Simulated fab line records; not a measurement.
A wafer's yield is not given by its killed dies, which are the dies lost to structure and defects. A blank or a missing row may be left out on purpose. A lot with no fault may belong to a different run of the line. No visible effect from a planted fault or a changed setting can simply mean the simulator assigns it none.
Split-lot study + flow n5Finfet + 39 wafers read from 7 lots, route of 1938 steps

== ON THE SPLIT ==
At N5_DUMMY_GATE_ETCH_32 (etches SiO2 in CF4, target depth 3.5 nm, time 3.9 s), the setting timeS was moved away from the recipe's 3.9 s on 18 of the 39 wafers read, by -22.6% to +14.1%. All remaining wafers had this setting at the recipe value.

The reading comes from the split's own step.

== THE READING ==
etch.depthNm (the simulator's own value, which no gauge read), in nm, at N5_DUMMY_GATE_ETCH_32 (etches SiO2 in CF4, target depth 3.5 nm, time 3.9 s). The file gives no usual value for it. Average 3.482 nm, standard deviation 0.12 nm, over the 21 wafers here run with the recipe.

| wafer  | tool, chamber at the split | timeS as run, s | against the recipe | etch.depthNm, nm | against lot-mates on the recipe |
|--------|----------------------------|-----------------|--------------------|------------------|---------------------------------|
| L074.1 | rieSi-04, 0                | 3.141           | -19.5%             | 2.715            | -0.772                          |
| L074.2 | rieSi-04, 1                | 3.9             | recipe             | 3.507            | -                               |
| L074.3 | rieSi-04, 2                | 3.141           | -19.5%             | 2.831            | -0.656                          |
| L074.4 | rieSi-04, 3                | 3.9             | recipe             | 3.585            | -                               |
| L074.5 | rieSi-04, 3                | 3.141           | -19.5%             | 2.876            | -0.611                          |
| L074.6 | rieSi-04, 0                | 3.9             | recipe             | 3.37             | -                               |
| L077.1 | rieSi-02, 3                | 3.424           | -12.2%             | 3.167            | -0.276                          |
| L077.2 | rieSi-02, 2                | 3.9             | recipe             | 3.375            | -                               |
| L077.3 | rieSi-02, 0                | 3.9             | recipe             | 3.477            | -                               |
| L077.4 | rieSi-02, 1                | 3.424           | -12.2%             | 2.838            | -0.605                          |
| L077.5 | rieSi-02, 1                | 3.424           | -12.2%             | 2.83             | -0.613                          |
| L077.6 | rieSi-02, 0                | 3.9             | recipe             | 3.476            | -                               |
| L078.1 | rieSi-05, 0                | 4.19            | +7.4%              | 3.894            | +0.314                          |
| L078.2 | rieSi-05, 2                | 4.19            | +7.4%              | 3.69             | +0.110                          |
| L078.3 | rieSi-05, 1                | 4.19            | +7.4%              | 3.875            | +0.295                          |
| L078.4 | rieSi-05, 2                | 3.9             | recipe             | 3.447            | -                               |
| L078.5 | rieSi-05, 0                | 3.9             | recipe             | 3.606            | -                               |
| L078.6 | rieSi-05, 1                | 3.9             | recipe             | 3.688            | -                               |
| L083.1 | rieSi-04, 1                | 4.448           | +14.1%             | 3.989            | +0.491                          |
| L083.2 | rieSi-04, 0                | 4.448           | +14.1%             | 3.906            | +0.408                          |
| L083.3 | rieSi-04, 3                | 3.9             | recipe             | 3.568            | -                               |
| L083.4 | rieSi-04, 2                | 3.9             | recipe             | 3.515            | -                               |
| L083.5 | rieSi-04, 3                | 4.448           | +14.1%             | 4.068            | +0.570                          |
| L083.6 | rieSi-04, 0                | 3.9             | recipe             | 3.41             | -                               |
| L089.2 | rieSi-02, 3                | 3.9             | recipe             | 3.614            | -                               |
| L089.5 | rieSi-02, 2                | 3.9             | recipe             | 3.315            | -                               |
| L089.6 | rieSi-02, 1                | 3.9             | recipe             | 3.219            | -                               |
| L094.1 | rieSi-02, 0                | 4.159           | +6.6%              | 3.824            | +0.350                          |
| L094.6 | rieSi-02, 0                | 4.159           | +6.6%              | 3.824            | +0.350                          |
| L094.2 | rieSi-02, 3                | 4.159           | +6.6%              | 3.906            | +0.432                          |
| L094.3 | rieSi-02, 2                | 3.9             | recipe             | 3.444            | -                               |
| L094.4 | rieSi-02, 1                | 3.9             | recipe             | 3.299            | -                               |
| L094.5 | rieSi-02, 3                | 3.9             | recipe             | 3.678            | -                               |
| L097.1 | rieSi-05, 0                | 3.019           | -22.6%             | 2.696            | -0.815                          |
| L097.2 | rieSi-05, 1                | 3.019           | -22.6%             | 2.781            | -0.730                          |
| L097.3 | rieSi-05, 2                | 3.019           | -22.6%             | 2.662            | -0.849                          |
| L097.4 | rieSi-05, 3                | 3.9             | recipe             | 3.504            | -                               |
| L097.5 | rieSi-05, 3                | 3.9             | recipe             | 3.49             | -                               |
| L097.6 | rieSi-05, 0                | 3.9             | recipe             | 3.538            | -                               |

FIT RESULTS
A straight line over all 39 wafers: etch.depthNm changes by +0.0371 nm for each +1% of timeS; r = +0.95; the points scatter about the line by 0.12 nm.
The same after taking each lot's own level away (the mean of its wafers on the recipe; 39 wafers): +0.0365 nm for each +1%; r = +0.96; scatter 0.11 nm.
On that fit, the largest move of timeS shifts the reading by 0.82 nm.
Across the lots, their own levels run from 3.3827 to 3.5803 nm, a range of 1.7 times the standard deviation given above.
The two slopes agree, so the slope changes little with the lot-to-lot level.
Check: with one of the wafers moved furthest among these (-22.6%) left out of the fit, the line predicts -0.818 nm for it against its lot-mates. It came out at -0.815 nm against them.

== OTHER SPLITS APPLIED TO THESE WAFERS ==
Note: prior to the reading, these wafers also went through further splits. Each is held against what the fit with the lots' levels taken away leaves over:
| other split on the same wafers | wafers away from the commonest value | r with etch.depthNm (lot level and that fit taken away) |
|--------------------------------|--------------------------------------|---------------------------------------------------------|
| N5_WELL_APT_EPI_41 targetThkA  | 18                                   | +0.07                                                   |
| N5_DUMMY_GATE_ETCH_37 sourceW  | 12                                   | -0.22                                                   |

== THE FILE'S OWN FIT ==
etch.depthNm changes by +0.0363 nm for each +1% of timeS, r = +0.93.
